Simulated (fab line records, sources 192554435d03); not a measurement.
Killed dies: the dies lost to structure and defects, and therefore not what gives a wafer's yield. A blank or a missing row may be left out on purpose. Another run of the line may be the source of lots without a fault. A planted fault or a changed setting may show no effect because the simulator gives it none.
2 desks looking at one fault    flow n5_finfet    every desk sees just its own numbers, and what lay behind them comes last

== FROM THE METROLOGY DESK ==
Means of the sampled wafers that have a number, per lot and without regard to the tool the lot ran on: this is what the gauges read. Marked OUT: a lot whose mean sits more than 4 standard deviations from the usual mean, which makes it out of limits; the brackets give that distance. Readings shown: 7 of its 11, picked as those furthest out on some lot.
Columns: A = DIBL_N at N5_BEOL_M4_RC_MEAS_101, usual 36.5 mV/V; B = DIBL_P at N5_BEOL_M4_RC_MEAS_101, usual 36.9 mV/V; C = IOFF_N at N5_BEOL_M4_RC_MEAS_101, usual 0.163 nA/um; D = IOFF_P at N5_BEOL_M4_RC_MEAS_101, usual 0.22 nA/um; E = SS_N at N5_BEOL_M4_RC_MEAS_101, usual 71.6 mV/dec; F = SS_P at N5_BEOL_M4_RC_MEAS_101, usual 73.4 mV/dec; G = VT_P at N5_BEOL_M4_RC_MEAS_101, usual -250 mV
lot   first seen here  A     B     C      D     E     F     G
L382  day 7 08:38      35.9  35.7  0.153  0.19  71.9  73.1  -254
L386  day 8 07:15      36.9  35.7  0.163  0.26  71.8  72.8  -243
L387  day 8 22:46      38.0  39.1  0.177  0.23  71.8  73.8  -251
L390  day 9 13:20      36.1  37.5  0.179  0.26  72.2  73.9  -246
L391  day 9 14:31      34.6  35.9  0.132  0.16  71.4  72.8  -257
L393  day 10 20:17     36.6  37.7  0.173  0.21  71.9  73.7  -252
L400  day 12 03:41     38.2  39.5  0.173  0.22  72.0  73.8  -251
L405  day 13 00:11     37.8  36.2  0.193  0.26  72.1  74.2  -246
L403  day 13 11:26     33.2  33.4  0.122  0.17  70.2  72.3  -253
L404  day 13 13:17     36.6  35.5  0.142  0.19  71.7  73.1  -250
Result from this desk: across the 10 lots, nothing is out of limits.

== AT THE TOOL OWNER'S DESK: pecvd-03 ==
The tool's own readings at N5_BEOL_M4_ILD_DEP_00 (deposits SiOC from DEMS/O2, target thk 79 nm, time 15.3 s): means of the sampled wafers that have a number, for each lot that ran on this tool. Marked OUT: a lot whose mean sits more than 4 standard deviations from the usual mean, which makes it out of limits; the brackets give that distance.
Columns: A = heater_power_w at N5_BEOL_M4_ILD_DEP_00, usual 486 W; B = showerhead_plenum_p_Torr at N5_BEOL_M4_ILD_DEP_00, usual 5.693 Torr; C = susceptor_temp_C at N5_BEOL_M4_ILD_DEP_00, usual 349.99 C; D = throttle_valve_pct at N5_BEOL_M4_ILD_DEP_00, usual 11.8 %
lot   first seen here  A    B      C                 D
L382  day 7 08:34      459  5.692  350.21            12.3
L390  day 9 13:15      594  5.707  349.92            11.3
L393  day 10 20:14     540  5.699  346.17 (-19) OUT  11.3
Finding of this desk: L393 out of limits; the first was L393 at day 10 20:14, on susceptor_temp_C at N5_BEOL_M4_ILD_DEP_00. In limits: L382, L390.

== BROUGHT TOGETHER ==
At day 10 20:14, on L393, the tool owner's desk was in a position to raise an alarm.
At the metrology desk, nothing out of limits was observed.
The metrology desk has L393 on record, within its limits.
All the named lots went through N5_BEOL_M4_ILD_DEP_00 on pecvd-03.

== WHAT THE SIMULATOR HAD INSERTED ==
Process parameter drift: pecvd-03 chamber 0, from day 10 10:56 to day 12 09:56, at N5_BEOL_M4_ILD_DEP_00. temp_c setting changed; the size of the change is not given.
Struck lots among those shown: L393.
Delay in hours, fault start to first out-of-limits reading, by desk: the tool owner's desk at 9.
